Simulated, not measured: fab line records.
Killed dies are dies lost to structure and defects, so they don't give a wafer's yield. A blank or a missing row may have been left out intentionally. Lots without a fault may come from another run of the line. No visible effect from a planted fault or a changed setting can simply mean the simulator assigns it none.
fab line records	flow n5_finfet
[record] lots = 8	wafers = 24	last_day = 18
route steps=1938 shown BEOL_M1@767 BEOL_M4@1111 PASSIVATION@1936
lots that met no fault: taken from a fault-free run of the same line
start_h: hours from the record's first day to the start of the lot's first wafer shown	wait_h: hours since the lot's step before	" identical to the entry in the row above	L1.1+2: a single row standing in for several wafers	- value missing, or start not given	* or withheld: withheld	< > ~ a bound
route shown NAME@n: names a module that has steps shown in the file, with the first one's number in the route	usual: average and standard deviation across the fault-free wafers	same: alike in all rows	chamber/n: place in a boat	sites: the reading at each site	_std_site: their standard deviation	_edge_site: outer sites' mean less inner sites'	radius_mm: for every site, how far away it sits from the centre of the wafer	mask NAME#n: copy n	behind: the last tool/chamber to shape the wafer	hold: what put the lot on hold/how long, in hours/how the hold closed	device: transistor that didn't switch, given as n, p or np	end of line: the same wafers' tests at the end of the route	for a step that has no rows: nothing shown but its recipe	killed: not the wafer's yield, but the dies lost to structure and defects at the first sort	map: a wafer's dies, marking killed ones x, the rest . and places with no die _
set.NAME: the run value of the setting; set.NAME@STEP: its run value at that earlier step	model.NAME: the simulator's own value behind a step, which no gauge read
route steps across a sampled set of lots; one table per step, one row per wafer
services: a tool's chamber out of use, with start hour (start_h, from the record's first day; less than 0 if before it), hours out, and reason
[[steps]]
[step N5_BEOL_M1_DESCUM_16]
[recipe] chemistry = O2	time_s = 7	source_power_w = 50	bias_power_w = 20	pressure_mtorr = 20	rf_frequency_hz = 2.712e+07	temp_c = 40	resist = CAR-EUV	o2_flow_sccm = 225
[usual] chamber_pressure_mTorr = 20.002/0.019	drypump_motor_current_A = 5.8/0.59	oes_product_au = 0.75/0.073	rf_fwd_power_W = 49.35/0.26	rf_vpp_V = 243.0/1.4	showerhead_plenum_p_Torr = 2.09/0.065	throttle_valve_pct = 20.4/0.36
[same] time_s = 7
lot.wafer	tool	chamber	start_h	wait_h	chamber_pressure_mTorr	drypump_motor_current_A	oes_product_au	rf_fwd_power_W	rf_hours_counter_h	rf_vpp_V	showerhead_plenum_p_Torr	throttle_valve_pct
L766.3	rie_diel-02	0	141.36	0.0	19.993	5.7	0.70	48.78	208	243.9	2.18	21.1
L766.5	"	3	"	"	20.018	6.6	0.88	49.62	-	243.6	2.04	19.9
L766.6	"	1	"	"	19.982	6.6	0.70	49.13	-	244.3	2.17	20.6
L771.1	rie_diel-03	0	171.08	0.0	20.010	5.1	0.70	49.53	233	242.4	2.07	20.8
L771.2	"	1	"	"	19.989	6.3	0.69	49.36	221	244.6	2.15	20.1
L771.5	"	3	"	"	19.998	5.8	0.79	49.77	-	244.3	2.11	20.2
L777.2	rie_diel-03	3	212.50	0.5	20.022	5.8	0.78	49.70	106	244.2	2.11	20.2
L777.4	"	0	"	"	19.999	5.1	0.69	49.43	243	243.5	2.07	20.8
L777.5	"	1	"	"	19.999	6.3	0.69	49.35	-	244.5	2.14	20.1
L781.2	rie_diel-02	2	223.26	0.2	20.003	4.7	0.92	48.67	14	245.4	2.14	20.3
L781.4	"	3	"	"	20.025	6.6	0.85	49.61	59	241.3	2.03	19.9
L781.6	"	2	"	"	19.983	4.6	0.92	49.00	-	243.6	2.14	20.3
L782.2	rie_diel-02	1	229.08	0.0	19.982	6.6	0.68	49.43	217	245.2	2.16	20.7
L782.4	"	0	"	"	20.010	5.7	0.68	48.99	237	244.2	2.16	21.1
L782.5	"	2	"	"	20.008	4.6	0.91	48.93	-	242.9	2.14	20.3
L783.2	rie_diel-03	1	233.21	0.0	20.049	6.3	0.69	49.12	240	243.1	2.14	20.2
L783.3	"	2	"	"	20.012	5.6	0.71	49.30	219	242.9	2.09	20.9
L783.4	"	0	"	"	20.008	5.1	0.69	49.83	249	242.5	2.06	20.8
L784.3	rie_diel-04	3	246.95	0.0	19.996	6.2	0.71	49.30	223	242.6	2.04	20.3
L784.4	"	2	"	"	19.996	5.2	0.73	49.60	168	243.0	2.10	20.2
L784.6	"	3	"	"	20.036	6.3	0.71	49.32	-	241.6	2.04	20.2
L787.1	rie_diel-02	2	269.88	0.0	20.028	4.6	0.88	48.90	28	242.6	2.14	20.3
L787.4	"	1	"	"	20.034	6.6	0.67	49.07	229	243.9	2.16	20.7
L787.5	"	0	"	"	19.985	5.8	0.68	49.27	-	245.1	2.16	21.1
[step N5_BEOL_M1_STRIP_66]
[recipe] chemistry = CF4	resist = SiARC	power_w = 300	bias_power_w = 75	pressure_mtorr = 50	cf4_flow_sccm = 150	rf_frequency_hz = 6e+07
[usual] chamber_pressure_mTorr = 50.00/0.042	drypump_motor_current_A = 5.8/0.58	oes_product_au = 0.74/0.066	rf_fwd_power_W = 292.5/0.92	rf_vpp_V = 271.3/1.3	showerhead_plenum_p_Torr = 1.80/0.051	throttle_valve_pct = 13.6/0.32
lot.wafer	tool	chamber	start_h	wait_h	chamber_pressure_mTorr	drypump_motor_current_A	oes_product_au	rf_fwd_power_W	rf_hours_counter_h	rf_vpp_V	showerhead_plenum_p_Torr	throttle_valve_pct
L766.3	rie_diel-02	0	141.57	0.0	50.01	5.7	0.71	293.3	208	272.6	1.87	14.2
L766.5	"	3	"	"	50.02	6.6	0.87	292.6	-	271.7	1.76	13.1
L766.6	"	1	"	"	49.95	6.6	0.71	291.7	-	273.2	1.85	13.8
L771.1	rie_diel-03	0	171.28	0.0	50.05	5.2	0.69	293.6	233	271.6	1.78	13.9
L771.2	"	1	"	"	49.95	6.3	0.69	293.6	221	272.1	1.85	13.4
L771.5	"	3	"	"	50.00	5.8	0.77	293.3	-	271.4	1.81	13.3
L777.2	rie_diel-03	3	212.70	0.0	49.97	5.8	0.76	291.9	106	271.3	1.81	13.4
L777.4	"	0	"	"	50.00	5.1	0.69	292.5	243	270.8	1.78	14.0
L777.5	"	1	"	"	49.97	6.3	0.68	292.7	-	272.0	1.84	13.5
L781.2	rie_diel-02	2	223.47	0.0	50.01	4.7	0.90	293.4	14	273.3	1.84	13.4
L781.4	"	3	"	"	49.93	6.6	0.84	293.3	59	269.3	1.75	13.2
L781.6	"	2	"	"	49.94	4.6	0.90	293.2	-	271.8	1.84	13.4
L782.2	rie_diel-02	1	229.29	0.0	50.05	6.6	0.68	293.4	217	273.7	1.84	13.9
L782.4	"	0	"	"	49.97	5.8	0.69	292.6	237	271.6	1.86	14.3
L782.5	"	2	"	"	49.97	4.7	0.89	292.2	-	271.4	1.84	13.4
L783.2	rie_diel-03	1	233.42	0.0	50.05	6.3	0.68	292.4	240	271.6	1.84	13.5
L783.3	"	2	"	"	50.00	5.6	0.72	291.7	219	271.1	1.77	13.9
L783.4	"	0	"	"	49.94	5.1	0.68	294.0	249	270.4	1.77	14.0
L784.3	rie_diel-04	3	247.16	0.0	50.00	6.2	0.70	292.1	224	269.2	1.78	13.6
L784.4	"	2	"	"	49.99	5.2	0.73	292.8	168	271.0	1.78	13.3
L784.6	"	3	"	"	50.05	6.2	0.71	292.4	-	271.5	1.78	13.7
L787.1	rie_diel-02	2	270.09	0.0	50.02	4.6	0.87	293.3	28	272.2	1.84	13.4
L787.4	"	1	"	"	50.04	6.6	0.67	292.1	229	272.3	1.84	13.9
L787.5	"	0	"	"	50.02	5.8	0.68	293.9	-	272.2	1.86	14.3
[step N5_BEOL_M1_VIA_ETCH_34]
[recipe] chemistry = C4F6/O2	target_depth_a = 678	mask_material = SOC	pressure_mtorr = 15	ion_energy_ev = 250	taper_deg = 4	time_s = 64.4	source_w = 350	bias_w = 170	Ar_flow_sccm = 300	C4F6_flow_sccm = 10	O2_flow_sccm = 10
[usual] C4F6_flow_sccm = 10.00/0.03	chamber_pressure_mTorr = 15.000/0.014	drypump_motor_current_A = 5.8/0.59	oes_product_au = 0.76/0.075	rf_fwd_power_W = 346.8/1.4	rf_vpp_V = 666/13	run_length_s = 87.7/0.47	showerhead_plenum_p_Torr = 2.83/0.094	throttle_valve_pct = 30.7/0.36
lot.wafer	tool	chamber	start_h	wait_h	C4F6_flow_sccm	chamber_pressure_mTorr	drypump_motor_current_A	oes_product_au	rf_fwd_power_W	rf_hours_counter_h	rf_vpp_V	run_length_s	showerhead_plenum_p_Torr	throttle_valve_pct
L766.3	rie_diel-02	0	146.40	0.0	10.02	15.004	5.7	0.69	346.5	211	644	87.8	2.93	31.3
L766.5	"	0	"	"	10.04	15.009	5.8	0.70	345.6	-	644	88.0	2.93	31.3
L766.6	"	3	"	"	9.98	14.999	6.6	0.88	348.7	-	673	88.3	2.80	30.4
L771.1	rie_diel-02	3	175.35	0.0	10.02	15.012	6.6	0.87	347.3	46	673	88.6	2.79	30.4
L771.2	"	0	"	"	10.00	14.998	5.8	0.70	347.7	220	642	87.5	2.93	31.4
L771.5	"	3	"	"	9.99	14.998	6.6	0.87	347.8	-	671	88.6	2.79	30.5
L777.2	rie_diel-02	0	215.04	0.0	10.06	14.996	5.7	0.68	345.7	233	643	87.6	2.92	31.4
L777.4	"	2	"	"	10.00	15.001	4.6	0.93	344.5	12	665	87.9	2.93	30.9
L777.5	"	2	"	"	10.01	15.018	4.6	0.93	346.4	-	666	87.5	2.93	30.9
L781.2	rie_diel-02	3	228.81	0.0	10.00	14.973	6.6	0.85	347.3	62	674	102.6	2.79	30.5
L781.4	"	0	"	"	10.02	15.013	5.8	0.68	344.9	237	643	101.6	2.92	31.4
L781.6	"	3	"	"	9.97	15.017	6.6	0.85	347.8	-	673	102.6	2.79	30.5
L782.2	rie_diel-02	2	230.83	0.0	10.02	15.024	4.6	0.91	343.4	17	665	101.5	2.93	30.9
L782.4	"	1	"	"	10.02	14.985	6.6	0.68	346.9	217	675	101.9	2.91	30.7
L782.5	"	1	"	"	10.00	15.024	6.6	0.68	345.5	-	674	101.7	2.91	30.7
L783.2	rie_diel-04	0	243.76	0.0	9.99	14.985	5.9	0.73	347.4	150	640	88.7	2.61	30.6
L783.3	"	3	"	"	9.98	15.016	6.2	0.71	348.5	223	665	87.4	2.82	30.8
L783.4	"	2	"	"	10.00	15.003	5.2	0.72	345.4	167	669	87.2	2.84	30.3
L784.3	rie_diel-04	1	249.91	0.0	10.00	15.016	5.3	0.81	346.9	104	681	87.9	2.73	30.2
L784.4	"	0	"	"	9.97	15.008	5.9	0.73	346.8	152	641	88.5	2.61	30.6
L784.6	"	2	"	"	9.98	14.987	5.2	0.73	346.0	-	668	87.1	2.84	30.3
L787.1	rie_diel-04	0	279.90	0.0	10.00	14.993	5.8	0.72	347.5	160	641	88.6	2.60	30.6
L787.4	"	3	"	"	10.01	14.981	6.3	0.71	349.0	232	664	87.3	2.82	30.8
L787.5	"	0	"	"	9.97	14.987	5.9	0.72	346.6	-	641	88.2	2.60	30.6
[step N5_BEOL_M1_SPUTTER_48]
[recipe] material = Cu	target_thk_a = 45	temp_c = -20	chamber_pressure_pa = 0.07	power_w = withheld	time_s = 8.29
[usual] chuck_gas_flow_sccm = 1.26/0.047	throttle_valve_pct = 29.9/0.82
[same] time_s = 8.29
lot.wafer	tool	chamber	start_h	wait_h	chuck_gas_flow_sccm	throttle_valve_pct
L766.3	pvd_sputter-02	-	147.84	0.1	1.38	29.7
L766.5	"	-	"	"	1.32	30.9
L766.6	"	-	"	"	1.25	29.5
L771.1	pvd_sputter-02	-	176.74	0.2	1.21	29.4
L771.2	"	-	"	"	1.27	29.7
L771.5	"	-	"	"	1.27	29.5
L777.2	pvd_sputter-03	-	216.68	0.4	1.21	30.8
L777.4	"	-	"	"	1.27	31.0
L777.5	"	-	"	"	1.36	30.8
L781.2	pvd_sputter-02	-	230.40	0.6	1.38	29.9
L781.4	"	-	"	"	1.18	28.6
L781.6	"	-	"	"	1.28	28.9
L782.2	pvd_sputter-02	-	233.40	0.4	1.32	29.9
L782.4	"	-	"	"	1.33	29.6
L782.5	"	-	"	"	1.23	30.8
L783.2	pvd_sputter-02	-	246.53	0.2	1.28	29.6
L783.3	"	-	"	"	1.26	30.6
L783.4	"	-	"	"	1.20	29.2
L784.3	pvd_sputter-02	-	251.05	0.1	1.23	28.8
L784.4	"	-	"	"	1.23	30.6
L784.6	"	-	"	"	1.27	29.8
L787.1	pvd_sputter-03	-	280.98	0.2	1.28	31.0
L787.4	"	-	"	"	1.26	30.8
L787.5	"	-	"	"	1.23	30.9
[step N5_BEOL_M4_RC_MEAS_101]
[usual] DIBL_N = 36.5/2	DIBL_P = 36.5/2.3	IOFF_N = 0.16/0.036	IOFF_P = 0.21/0.037	ION_N = 672/12	ION_P = 459/7.1	SS_N = 71.6/0.73	SS_P = 73.4/0.76	VT_N = 250/3.3	VT_P = -250.5/2.9
lot.wafer	tool	chamber	start_h	wait_h	DIBL_N[mV/V]	DIBL_P[mV/V]	IOFF_N[nA/um]	IOFF_P[nA/um]	ION_N[uA/um]	ION_P[uA/um]	SS_N[mV/dec]	SS_P[mV/dec]	VT_N[mV]	VT_P[mV]
L766.3	prober-01	0	186.54	0.3	36.6	33.7	0.13	0.17	661	458	71.9	72.1	251	-253.6
L766.5	"	0	"	"	36.1	33.6	0.13	0.18	668	455	70.7	72.0	251	-250.0
L766.6	"	0	"	"	38.4	36.9	0.17	0.22	687	471	72.0	73.1	245	-247.1
L771.1	prober-01	0	223.32	0.0	36.5	35.9	0.14	0.19	661	453	72.5	72.6	251	-252.4
L771.2	"	0	"	"	38.1	39.1	0.18	0.24	683	469	72.6	73.7	249	-247.1
L771.5	"	0	"	"	37.2	37.3	0.16	0.21	671	459	72.4	73.2	249	-249.2
L777.2	prober-01	0	259.40	0.2	36.3	36.2	0.16	0.20	663	448	71.8	73.1	250	-252.3
L777.4	"	0	"	"	37.4	36.3	0.19	0.21	652	446	73.3	73.4	250	-249.7
L777.5	"	0	"	"	37.3	38.8	0.20	0.25	669	463	72.6	73.4	247	-246.2
L782.2	prober-02	0	274.28	0.2	35.3	33.9	0.13	0.20	667	463	70.7	72.7	253	-247.5
L782.4	"	0	"	"	35.1	33.6	0.13	0.19	671	464	70.4	72.4	252	-250.6
L782.5	"	0	"	"	36.7	35.6	0.15	0.23	679	470	71.5	73.3	249	-247.3
L781.2	prober-01	0	280.33	0.2	36.3	34.2	0.15	0.18	670	454	71.7	73.4	251	-254.5
L781.4	"	0	"	"	36.5	35.2	0.15	0.19	683	465	71.3	73.0	248	-249.9
L781.6	"	0	"	"	36.8	35.0	0.15	0.19	663	453	72.0	73.7	254	-252.3
L783.2	prober-02	0	296.75	0.2	36.0	36.4	0.16	0.20	654	452	72.2	73.7	251	-253.1
L783.3	"	0	"	"	32.4	33.5	0.12	0.16	668	463	70.2	72.5	250	-252.6
L783.4	"	0	"	"	38.2	40.1	0.22	0.26	693	474	72.2	73.2	244	-248.4
L784.3	prober-02	0	298.06	0.3	36.7	36.8	0.15	0.20	670	454	71.4	73.5	253	-255.1
L784.4	"	0	"	"	38.1	38.8	0.17	0.22	671	458	71.5	73.9	248	-251.8
L784.6	"	0	"	"	38.2	38.9	0.17	0.23	678	458	72.2	73.0	249	-251.8
L787.1	prober-01	0	332.06	0.0	38.1	40.2	0.19	0.21	671	457	71.6	75.2	249	-250.8
L787.4	"	0	"	"	39.1	40.6	0.22	0.23	682	457	72.8	74.2	246	-251.5
L787.5	"	0	"	"	38.8	41.3	0.21	0.23	675	456	72.4	74.7	248	-248.9
[step N5_PASSIVATION_PROBE_49]
[usual] defect_limited_yield = 91.4/1.4	killed_at_M0_to_M3 = 33/11	killed_at_M4_up = 13/5.3	killed_at_contacts = 13/6.1	killed_at_front_end = 40/11	killed_at_other = 2.9/2.7	killed_dies = 102/17	killed_on_rim = 14/4.2	killed_open = 68/13	killed_short = 32/7.5	sort_bin_5_function = 5.1/0.98	sort_bin_6_memory = 3.2/0.69	sort_bin_8_speed = 0.1/1.1	sort_n_pass = 1077/21	sort_yield_pct = 91.3/1.7
[same] gross_dies = 1180	killed_at_back_side = 0	sort_bin_4_leakage[%] = 0
lot.wafer	tool	chamber	start_h	wait_h	defect_limited_yield[%]	killed_at_M0_to_M3	killed_at_M4_up	killed_at_contacts	killed_at_front_end	killed_at_other	killed_dies	killed_on_rim	killed_open	killed_short	sort_bin_5_function[%]	sort_bin_6_memory[%]	sort_bin_8_speed[%]	sort_n_pass	sort_yield_pct[%]
L766.3	prober-01	-	305.62	0.1	90.7	24	9	22	53	2	110	13	67	41	5.2	3.6	0	1070	90.7
L766.5	prober-01	-	305.72	0.2	91.2	32	10	28	31	3	104	15	68	36	6.0	2.6	0	1076	91.2
L766.6	prober-01	-	305.77	0.3	89.9	28	22	33	33	3	119	20	75	41	6.0	3.3	0	1061	89.9
L771.1	prober-02	-	340.53	0.0	91.6	29	22	9	39	0	99	18	69	29	5.3	2.8	0	1081	91.6
L771.2	prober-02	-	340.58	0.1	90.5	28	14	18	52	0	112	18	76	29	5.3	3.6	0	1068	90.5
L771.5	prober-02	-	340.73	0.2	92.1	39	21	8	22	3	93	12	60	32	4.9	2.3	0	1087	92.1
L777.2	prober-01	-	373.97	0.1	91.7	24	11	9	53	1	98	14	62	35	4.7	3.1	0	1082	91.7
L777.4	prober-01	-	374.07	0.2	91.2	29	13	9	51	2	104	15	66	38	4.7	3.9	0.2	1074	91.0
L777.5	prober-01	-	374.12	0.2	90.8	32	6	21	49	1	109	17	77	32	5.2	3.7	0	1071	90.8
L781.2	prober-01	-	399.63	0.1	90.3	37	18	23	35	1	114	18	77	32	5.4	3.7	0	1066	90.3
L781.4	prober-01	-	399.73	0.2	90.9	32	13	25	36	1	107	9	72	28	5.5	2.9	0	1073	90.9
L781.6	prober-01	-	399.83	0.3	90.3	40	19	27	28	1	115	18	89	25	4.7	4.8	0	1065	90.3
L783.2	prober-01	-	414.94	0.1	94.4	17	8	7	33	1	66	8	40	26	2.9	2.5	0	1114	94.4
L783.3	prober-01	-	414.99	0.1	90.8	32	13	16	42	6	109	16	72	37	6.7	2.3	0	1071	90.8
L783.4	prober-01	-	415.04	0.2	92.6	29	11	5	38	4	87	16	55	30	5.3	1.8	0	1093	92.6
// killed by level:class
L766.3 FIN_SAQP:geometric_particle:open=19 FIN_SAQP:geometric_particle:short=13 MOL_CONTACT_COAG:geometric_particle:open=13 MOL_CONTACT_COAG:geometric_particle:short=9 BEOL_M3:geometric_particle:open=6 BEOL_M4:geometric_particle:open=6 STARTING-WAFER:geometric_particle:open=6 BEOL_M0_SAQP:geometric_particle:short=4
L766.5 MOL_CONTACT_COAG:geometric_particle:open=22 FIN_SAQP:geometric_particle:open=10 STI_FIN_REVEAL:geometric_particle:open=9 BEOL_M0_SAQP:geometric_particle:short=7 MOL_CONTACT_COAG:geometric_particle:short=6 BEOL_M4:geometric_particle:open=6 BEOL_M0_SAQP:geometric_particle:open=5 BEOL_M0:geometric_particle:short=5
L766.6 MOL_CONTACT_COAG:geometric_particle:open=24 MOL_CONTACT_COAG:geometric_particle:short=9 BEOL_M1:geometric_particle:open=9 BEOL_M4:geometric_particle:open=9 FIN_SAQP:geometric_particle:open=8 STI_FIN_REVEAL:geometric_particle:open=5 GATE_CUT:geometric_particle:short=5 BEOL_M1:geometric_particle:short=4
L771.1 BEOL_M2:geometric_particle:open=10 BEOL_M4:geometric_particle:open=10 FIN_SAQP:geometric_particle:short=9 STI_FIN_REVEAL:geometric_particle:open=9 MOL_CONTACT_COAG:geometric_particle:open=9 BEOL_M0_SAQP:geometric_particle:open=8 FIN_SAQP:geometric_particle:open=5 STI_FIN_REVEAL:geometric_particle:short=4
L771.2 STI_FIN_REVEAL:geometric_particle:open=17 MOL_CONTACT_COAG:geometric_particle:open=14 FIN_SAQP:geometric_particle:open=12 BEOL_M0_SAQP:geometric_particle:open=9 BEOL_M0_SAQP:geometric_particle:short=8 FIN_SAQP:geometric_particle:short=6 BEOL_M4:geometric_particle:open=5 MOL_CONTACT_COAG:geometric_particle:short=4
L771.5 BEOL_M2:geometric_particle:open=12 BEOL_M4:geometric_particle:open=11 BEOL_M0_SAQP:geometric_particle:short=8 FIN_SAQP:geometric_particle:short=7 MOL_CONTACT_COAG:geometric_particle:open=5 BEOL_M0_SAQP:geometric_particle:open=5 BEOL_M3:geometric_particle:open=5 DUMMY_GATE:geometric_particle:open=3
L777.2 FIN_SAQP:geometric_particle:short=23 FIN_SAQP:geometric_particle:open=16 BEOL_M3:geometric_particle:open=9 STI_FIN_REVEAL:geometric_particle:open=6 MOL_CONTACT_COAG:geometric_particle:open=6 BEOL_M1:geometric_particle:open=4 BEOL_M4:geometric_particle:open=4 MOL_CONTACT_COAG:geometric_particle:short=3
L777.4 BEOL_M3:geometric_particle:open=10 FIN_SAQP:geometric_particle:short=9 FIN_SAQP:geometric_particle:open=8 MOL_CONTACT_COAG:geometric_particle:open=8 STI_FIN_REVEAL:geometric_particle:open=6 STARTING-WAFER:geometric_particle:open=6 STARTING-WAFER:geometric_particle:short=4 GATE_CUT:geometric_particle:short=4
L777.5 FIN_SAQP:geometric_particle:open=21 MOL_CONTACT_COAG:geometric_particle:open=18 BEOL_M3:geometric_particle:open=9 FIN_SAQP:geometric_particle:short=8 BEOL_M1:geometric_particle:open=5 DUMMY_GATE:geometric_particle:open=4 BEOL_M0_SAQP:geometric_particle:open=4 BEOL_M0_SAQP:geometric_particle:short=4
L781.2 MOL_CONTACT_COAG:geometric_particle:open=19 FIN_SAQP:geometric_particle:short=9 BEOL_M3:geometric_particle:open=9 BEOL_M4:geometric_particle:open=9 FIN_SAQP:geometric_particle:open=7 BEOL_M0_SAQP:geometric_particle:short=7 BEOL_M1:geometric_particle:open=6 BEOL_M2:geometric_particle:open=6
L781.4 MOL_CONTACT_COAG:geometric_particle:open=19 BEOL_M3:geometric_particle:open=8 HKMG_FIN:area_etch=7 FIN_SAQP:geometric_particle:open=6 STI_FIN_REVEAL:geometric_particle:open=6 MOL_CONTACT_COAG:geometric_particle:short=6 BEOL_M0_SAQP:geometric_particle:open=6 BEOL_M0_SAQP:geometric_particle:short=6
L781.6 MOL_CONTACT_COAG:geometric_particle:open=25 FIN_SAQP:geometric_particle:open=10 BEOL_M1:geometric_particle:open=10 BEOL_M3:geometric_particle:open=8 BEOL_M2:geometric_particle:open=7 BEOL_M5:geometric_particle:open=7 BEOL_M0_SAQP:geometric_particle:open=6 BEOL_M0_SAQP:geometric_particle:short=5
L783.2 FIN_SAQP:geometric_particle:open=11 MOL_CONTACT_COAG:geometric_particle:open=7 BEOL_M0_SAQP:geometric_particle:short=7 FIN_SAQP:geometric_particle:short=6 STARTING-WAFER:geometric_particle:open=5 BEOL_M0:geometric_particle:open=4 STARTING-WAFER:geometric_particle:short=4 DUMMY_GATE:geometric_particle:open=2
L783.3 FIN_SAQP:geometric_particle:open=13 BEOL_M2:geometric_particle:open=12 MOL_CONTACT_COAG:geometric_particle:open=11 FIN_SAQP:geometric_particle:short=9 STI_FIN_REVEAL:geometric_particle:open=9 BEOL_M0_SAQP:geometric_particle:open=6 MOL_CONTACT_COAG:geometric_particle:short=5 BEOL_M1:geometric_particle:open=5
L783.4 FIN_SAQP:geometric_particle:open=14 FIN_SAQP:geometric_particle:short=8 BEOL_M1:geometric_particle:open=7 BEOL_M3:geometric_particle:open=6 STI_FIN_REVEAL:geometric_particle:open=5 MOL_CONTACT_COAG:geometric_particle:open=4 BEOL_M0_SAQP:geometric_particle:open=4 BEOL_M4:geometric_particle:open=4
[[services]]
tool	chamber	start_h	hours	kind
rie_diel-03	3	133.54	12.3	repair
rie_diel-02	2	139.95	-	clean
rie_diel-02	2	139.95	-	consumable_replace:focus_ring
rie_diel-02	2	139.95	34.7	scheduled_down
rie_diel-02	2	139.95	34.7	vent_cycle
rie_diel-03	2	143.43	10.1	repair
rie_diel-04	1	209.51	16.5	repair
rie_diel-02	0	238.33	5.8	repair
rie_diel-03	0	241.10	-	clean
rie_diel-03	0	241.10	-	consumable_replace:focus_ring
rie_diel-03	0	241.10	13.3	scheduled_down
rie_diel-03	0	241.10	13.3	vent_cycle
rie_diel-03	1	264.73	-	clean
rie_diel-03	1	264.73	-	consumable_replace:focus_ring
rie_diel-03	1	264.73	16.1	scheduled_down
rie_diel-03	1	264.73	16.1	vent_cycle
rie_diel-03	-	271.55	14.6	pm
rie_diel-02	0	274.53	-	clean
rie_diel-02	0	274.53	-	consumable_replace:focus_ring
rie_diel-02	0	274.53	14.8	scheduled_down
rie_diel-02	0	274.53	14.8	vent_cycle
[[key]]
[first_sign] step = N5_BEOL_M1_VIA_ETCH_34	reading = run_length_s	direction = up	sigmas = 31	usual = *	struck = *
effect none on later readings
met_at N5_BEOL_M1_VIA_ETCH_34
struck_lots L781,L782
not_acting_at N5_BEOL_M1_DESCUM_16,N5_BEOL_M1_STRIP_66,N5_BEOL_M1_SPUTTER_48
onset_between 215.04 228.81
[fault] kind = process_parameter_drift	tool = rie_diel-02	chamber = -	onset_h = 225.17	steps = N5_BEOL_M1_VIA_ETCH_34	channel = time_s	offset = *	shape = step	end_h = 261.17	acts_in = *	stated = *
